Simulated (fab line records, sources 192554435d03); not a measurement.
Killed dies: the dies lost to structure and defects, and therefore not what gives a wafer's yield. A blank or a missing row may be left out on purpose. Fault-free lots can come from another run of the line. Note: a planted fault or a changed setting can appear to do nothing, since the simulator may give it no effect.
The tool behind it: which one? || flow n5Finfet || 32 wafers from 11 lots sampled at 5 of the route's 1938 steps

WHAT THE GAUGES READ, wafer by wafer
N5_BEOL_M6_THK_MEAS_01. Usual: for M6_ILD_THK the level is 154.8 nm and the standard deviation is 2.1.
{"lot": "L291", "measured": "day 9 06:41", "on": "filmMetro-01", "M6_ILD_THK (nm)": "155.4 157.4 156.6", "flag": ""}
{"lot": "L290", "measured": "day 9 09:52", "on": "filmMetro-01", "M6_ILD_THK (nm)": "153.9 157.3 155.7", "flag": ""}
{"lot": "L292", "measured": "day 9 14:48", "on": "filmMetro-01", "M6_ILD_THK (nm)": "153.9 155.3 154.9", "flag": ""}
{"lot": "L294", "measured": "day 10 02:30", "on": "filmMetro-02", "M6_ILD_THK (nm)": "154.6 156.1 157.4", "flag": ""}
{"lot": "L295", "measured": "day 10 06:51", "on": "filmMetro-01", "M6_ILD_THK (nm)": "152.9 155.4 153.4", "flag": ""}
{"lot": "L298", "measured": "day 11 02:52", "on": "filmMetro-02", "M6_ILD_THK (nm)": "153.9 154.1 156.0", "flag": ""}
{"lot": "L299", "measured": "day 11 11:55", "on": "filmMetro-01", "M6_ILD_THK (nm)": "151.6 155.7 153.9", "flag": ""}
{"lot": "L297", "measured": "day 11 12:13", "on": "filmMetro-01", "M6_ILD_THK (nm)": "153.6 156.7 155.2", "flag": ""}
{"lot": "L301", "measured": "day 11 20:41", "on": "filmMetro-02", "M6_ILD_THK (nm)": "153.1 155.1 154.7", "flag": ""}
{"lot": "L304", "measured": "day 12 05:59", "on": "filmMetro-01", "M6_ILD_THK (nm)": "153.5 158.4 157.9", "flag": ""}
{"lot": "L307", "measured": "day 13 04:41", "on": "filmMetro-02", "M6_ILD_THK (nm)": "155.7 164.5", "flag": ""}

WHICH TOOL RAN EACH LOT (tool, then ch and the chambers of the sampled wafers, then the start)
{"lot": "L291", "N5_BEOL_M5_ANNEAL_49": "pvdSputter-03, day 9 00:20", "N5_BEOL_M5_ANNEAL_89": "pvdSputter-03, day 9 03:36", "N5_BEOL_M5_PRE_CLEAN_77": "cvdCo-02 ch 0,1,2, day 9 05:49", "N5_BEOL_M6_ILD_DEP_00": "pecvd-01 ch 0,1,2, day 9 06:06"}
{"lot": "L290", "N5_BEOL_M5_ANNEAL_49": "pvdSputter-02, day 9 03:55", "N5_BEOL_M5_ANNEAL_89": "pvdSputter-02, day 9 07:10", "N5_BEOL_M5_PRE_CLEAN_77": "cvdCo-02 ch 0,1, day 9 09:01", "N5_BEOL_M6_ILD_DEP_00": "pecvd-04 ch 0,1, day 9 09:18"}
{"lot": "L292", "N5_BEOL_M5_ANNEAL_49": "pvdSputter-02, day 9 08:35", "N5_BEOL_M5_ANNEAL_89": "pvdSputter-02, day 9 11:50", "N5_BEOL_M5_PRE_CLEAN_77": "cvdCo-01 ch 0,1,2, day 9 13:56", "N5_BEOL_M6_ILD_DEP_00": "pecvd-04 ch 0,2, day 9 14:13"}
{"lot": "L294", "N5_BEOL_M5_ANNEAL_49": "pvdSputter-02, day 9 20:30", "N5_BEOL_M5_ANNEAL_89": "pvdSputter-02, day 9 23:46", "N5_BEOL_M5_PRE_CLEAN_77": "cvdCo-01 ch 0,1,2, day 10 01:36", "N5_BEOL_M6_ILD_DEP_00": "pecvd-04 ch 1,2, day 10 01:55"}
{"lot": "L295", "N5_BEOL_M5_ANNEAL_49": "pvdSputter-03, day 10 00:50", "N5_BEOL_M5_ANNEAL_89": "pvdSputter-03, day 10 04:05", "N5_BEOL_M5_PRE_CLEAN_77": "cvdCo-01 ch 1,2, day 10 05:56", "N5_BEOL_M6_ILD_DEP_00": "pecvd-03 ch 0,1, day 10 06:15"}
{"lot": "L298", "N5_BEOL_M5_ANNEAL_49": "pvdSputter-02, day 10 20:53", "N5_BEOL_M5_ANNEAL_89": "pvdSputter-02, day 11 00:09", "N5_BEOL_M5_PRE_CLEAN_77": "cvdCo-01 ch 0,2, day 11 02:01", "N5_BEOL_M6_ILD_DEP_00": "pecvd-03 ch 0,1,2, day 11 02:17"}
{"lot": "L299", "N5_BEOL_M5_ANNEAL_49": "pvdSputter-02, day 11 05:56", "N5_BEOL_M5_ANNEAL_89": "pvdSputter-02, day 11 09:11", "N5_BEOL_M5_PRE_CLEAN_77": "cvdCo-02 ch 0,1,2, day 11 11:03", "N5_BEOL_M6_ILD_DEP_00": "pecvd-01 ch 0,1,2, day 11 11:20"}
{"lot": "L297", "N5_BEOL_M5_ANNEAL_49": "pvdSputter-01, day 11 06:15", "N5_BEOL_M5_ANNEAL_89": "pvdSputter-01, day 11 09:31", "N5_BEOL_M5_PRE_CLEAN_77": "cvdCo-01 ch 0,1, day 11 11:22", "N5_BEOL_M6_ILD_DEP_00": "pecvd-03 ch 0,1, day 11 11:39"}
{"lot": "L301", "N5_BEOL_M5_ANNEAL_49": "pvdSputter-02, day 11 14:43", "N5_BEOL_M5_ANNEAL_89": "pvdSputter-02, day 11 17:59", "N5_BEOL_M5_PRE_CLEAN_77": "cvdCo-02 ch 1,2, day 11 19:49", "N5_BEOL_M6_ILD_DEP_00": "pecvd-01 ch 0,1, day 11 20:07"}
{"lot": "L304", "N5_BEOL_M5_ANNEAL_49": "pvdSputter-01, day 11 23:39", "N5_BEOL_M5_ANNEAL_89": "pvdSputter-01, day 12 02:55", "N5_BEOL_M5_PRE_CLEAN_77": "cvdCo-02 ch 1,2, day 12 05:07", "N5_BEOL_M6_ILD_DEP_00": "pecvd-04 ch 1,2, day 12 05:25"}
{"lot": "L307", "N5_BEOL_M5_ANNEAL_49": "pvdSputter-03, day 12 22:43", "N5_BEOL_M5_ANNEAL_89": "pvdSputter-03, day 13 01:59", "N5_BEOL_M5_PRE_CLEAN_77": "cvdCo-01 ch 1,2, day 13 03:50", "N5_BEOL_M6_ILD_DEP_00": "pecvd-03 ch 0,2, day 13 04:07"}
- N5_BEOL_M5_ANNEAL_49: time 1800 s.
- N5_BEOL_M5_ANNEAL_89: time 1800 s.
- N5_BEOL_M5_PRE_CLEAN_77: time 15 s.
- N5_BEOL_M6_ILD_DEP_00: deposits SiCOH lowk from DEMS/porogen, target thk 179.75 nm, time 33.4 s.

WHAT THE TOOLS THEMSELVES READ (means of the sampled wafers that have a number; where no wafer has one, the mark that the record gives instead)
N5_BEOL_M5_ANNEAL_49. Usual: heaterPowerW at 850 W, with a standard deviation of 89.
{"lot": "L291", "tool": "pvdSputter-03", "heaterPowerW (W)": 901, "flag": ""}
{"lot": "L290", "tool": "pvdSputter-02", "heaterPowerW (W)": 868, "flag": ""}
{"lot": "L292", "tool": "pvdSputter-02", "heaterPowerW (W)": 895, "flag": ""}
{"lot": "L294", "tool": "pvdSputter-02", "heaterPowerW (W)": 800, "flag": ""}
{"lot": "L295", "tool": "pvdSputter-03", "heaterPowerW (W)": 854, "flag": ""}
{"lot": "L298", "tool": "pvdSputter-02", "heaterPowerW (W)": 791, "flag": ""}
{"lot": "L299", "tool": "pvdSputter-02", "heaterPowerW (W)": 837, "flag": ""}
{"lot": "L297", "tool": "pvdSputter-01", "heaterPowerW (W)": 747, "flag": ""}
{"lot": "L301", "tool": "pvdSputter-02", "heaterPowerW (W)": 795, "flag": ""}
{"lot": "L304", "tool": "pvdSputter-01", "heaterPowerW (W)": 800, "flag": ""}
{"lot": "L307", "tool": "pvdSputter-03", "heaterPowerW (W)": 876, "flag": ""}

N5_BEOL_M5_ANNEAL_89. Usual: heaterPowerW at 851 W, with a standard deviation of 90.
{"lot": "L291", "tool": "pvdSputter-03", "heaterPowerW (W)": 917, "flag": ""}
{"lot": "L290", "tool": "pvdSputter-02", "heaterPowerW (W)": 890, "flag": ""}
{"lot": "L292", "tool": "pvdSputter-02", "heaterPowerW (W)": 876, "flag": ""}
{"lot": "L294", "tool": "pvdSputter-02", "heaterPowerW (W)": 799, "flag": ""}
{"lot": "L295", "tool": "pvdSputter-03", "heaterPowerW (W)": 857, "flag": ""}
{"lot": "L298", "tool": "pvdSputter-02", "heaterPowerW (W)": 791, "flag": ""}
{"lot": "L299", "tool": "pvdSputter-02", "heaterPowerW (W)": 875, "flag": ""}
{"lot": "L297", "tool": "pvdSputter-01", "heaterPowerW (W)": 739, "flag": ""}
{"lot": "L301", "tool": "pvdSputter-02", "heaterPowerW (W)": 796, "flag": ""}
{"lot": "L304", "tool": "pvdSputter-01", "heaterPowerW (W)": 805, "flag": ""}
{"lot": "L307", "tool": "pvdSputter-03", "heaterPowerW (W)": 873, "flag": ""}

N5_BEOL_M5_PRE_CLEAN_77. Usual: heaterPowerOuterW 34 W, standard deviation 16; heaterPowerW 105 W, standard deviation 24.
{"lot": "L291", "tool": "cvdCo-02", "heaterPowerOuterW (W)": 39, "heaterPowerW (W)": 116, "flag": ""}
{"lot": "L290", "tool": "cvdCo-02", "heaterPowerOuterW (W)": 33, "heaterPowerW (W)": 109, "flag": ""}
{"lot": "L292", "tool": "cvdCo-01", "heaterPowerOuterW (W)": 28, "heaterPowerW (W)": 96, "flag": ""}
{"lot": "L294", "tool": "cvdCo-01", "heaterPowerOuterW (W)": 28, "heaterPowerW (W)": 96, "flag": ""}
{"lot": "L295", "tool": "cvdCo-01", "heaterPowerOuterW (W)": 37, "heaterPowerW (W)": 112, "flag": ""}
{"lot": "L298", "tool": "cvdCo-01", "heaterPowerOuterW (W)": 39, "heaterPowerW (W)": 114, "flag": ""}
{"lot": "L299", "tool": "cvdCo-02", "heaterPowerOuterW (W)": 39, "heaterPowerW (W)": 115, "flag": ""}
{"lot": "L297", "tool": "cvdCo-01", "heaterPowerOuterW (W)": 19, "heaterPowerW (W)": 78, "flag": ""}
{"lot": "L301", "tool": "cvdCo-02", "heaterPowerOuterW (W)": 29, "heaterPowerW (W)": 107, "flag": ""}
{"lot": "L304", "tool": "cvdCo-02", "heaterPowerOuterW (W)": 30, "heaterPowerW (W)": 105, "flag": ""}
{"lot": "L307", "tool": "cvdCo-01", "heaterPowerOuterW (W)": 33, "heaterPowerW (W)": 104, "flag": ""}

N5_BEOL_M6_ILD_DEP_00. Usual: heaterPowerOuterW 149 W, standard deviation 23; heaterPowerW 319 W, standard deviation 46; showerheadPlenumPTorr 5.744 Torr, standard deviation 0.016; showerheadVppV 1414 V, standard deviation 56; throttleValvePct 13.7 %, standard deviation 0.73.
{"lot": "L291", "tool": "pecvd-01", "heaterPowerOuterW (W)": 146, "heaterPowerW (W)": 299, "showerheadPlenumPTorr (Torr)": 5.735, "showerheadVppV (V)": 1391, "throttleValvePct (%)": 13.5, "flag": ""}
{"lot": "L290", "tool": "pecvd-04", "heaterPowerOuterW (W)": 120, "heaterPowerW (W)": 284, "showerheadPlenumPTorr (Torr)": 5.758, "showerheadVppV (V)": 1507, "throttleValvePct (%)": 14.3, "flag": ""}
{"lot": "L292", "tool": "pecvd-04", "heaterPowerOuterW (W)": 158, "heaterPowerW (W)": 328, "showerheadPlenumPTorr (Torr)": 5.749, "showerheadVppV (V)": 1449, "throttleValvePct (%)": 14.1, "flag": ""}
{"lot": "L294", "tool": "pecvd-04", "heaterPowerOuterW (W)": 163, "heaterPowerW (W)": 350, "showerheadPlenumPTorr (Torr)": 5.742, "showerheadVppV (V)": 1460, "throttleValvePct (%)": 13.8, "flag": ""}
{"lot": "L295", "tool": "pecvd-03", "heaterPowerOuterW (W)": 149, "heaterPowerW (W)": 323, "showerheadPlenumPTorr (Torr)": 5.747, "showerheadVppV (V)": 1362, "throttleValvePct (%)": 14.0, "flag": ""}
{"lot": "L298", "tool": "pecvd-03", "heaterPowerOuterW (W)": 155, "heaterPowerW (W)": 344, "showerheadPlenumPTorr (Torr)": 5.736, "showerheadVppV (V)": 1385, "throttleValvePct (%)": 13.6, "flag": ""}
{"lot": "L299", "tool": "pecvd-01", "heaterPowerOuterW (W)": 123, "heaterPowerW (W)": 265, "showerheadPlenumPTorr (Torr)": 5.749, "showerheadVppV (V)": 1410, "throttleValvePct (%)": 13.3, "flag": ""}
{"lot": "L297", "tool": "pecvd-03", "heaterPowerOuterW (W)": 153, "heaterPowerW (W)": 334, "showerheadPlenumPTorr (Torr)": 5.749, "showerheadVppV (V)": 1399, "throttleValvePct (%)": 14.0, "flag": ""}
{"lot": "L301", "tool": "pecvd-01", "heaterPowerOuterW (W)": 148, "heaterPowerW (W)": 303, "showerheadPlenumPTorr (Torr)": 5.746, "showerheadVppV (V)": 1348, "throttleValvePct (%)": 13.3, "flag": ""}
{"lot": "L304", "tool": "pecvd-04", "heaterPowerOuterW (W)": 148, "heaterPowerW (W)": 328, "showerheadPlenumPTorr (Torr)": 5.743, "showerheadVppV (V)": 1412, "throttleValvePct (%)": 13.7, "flag": ""}
{"lot": "L307", "tool": "pecvd-03", "heaterPowerOuterW (W)": 148, "heaterPowerW (W)": 339, "showerheadPlenumPTorr (Torr)": 5.728, "showerheadVppV (V)": 1412, "throttleValvePct (%)": 13.2, "flag": ""}

THE ANSWER, worked out from the rows above alone
Rule: a lot counts as off when the mean over its wafers that have a number is more than 3 standard deviations away from the usual mean. Also off: a lot with no number at a reading for which 4 or more lots have one. The other lots that the step has rows for count as sound. Order of review: gauges by route order, followed by the tools' own readings, for which a lot's mean as printed above is used. The first step at which some lot is off is used, and at that step the reading that is off furthest; a lot without a number counts as furthest.
Nothing can be told from this: no lot is off at any reading shown.

WHAT HAD BEEN PUT IN BY THE SIMULATOR
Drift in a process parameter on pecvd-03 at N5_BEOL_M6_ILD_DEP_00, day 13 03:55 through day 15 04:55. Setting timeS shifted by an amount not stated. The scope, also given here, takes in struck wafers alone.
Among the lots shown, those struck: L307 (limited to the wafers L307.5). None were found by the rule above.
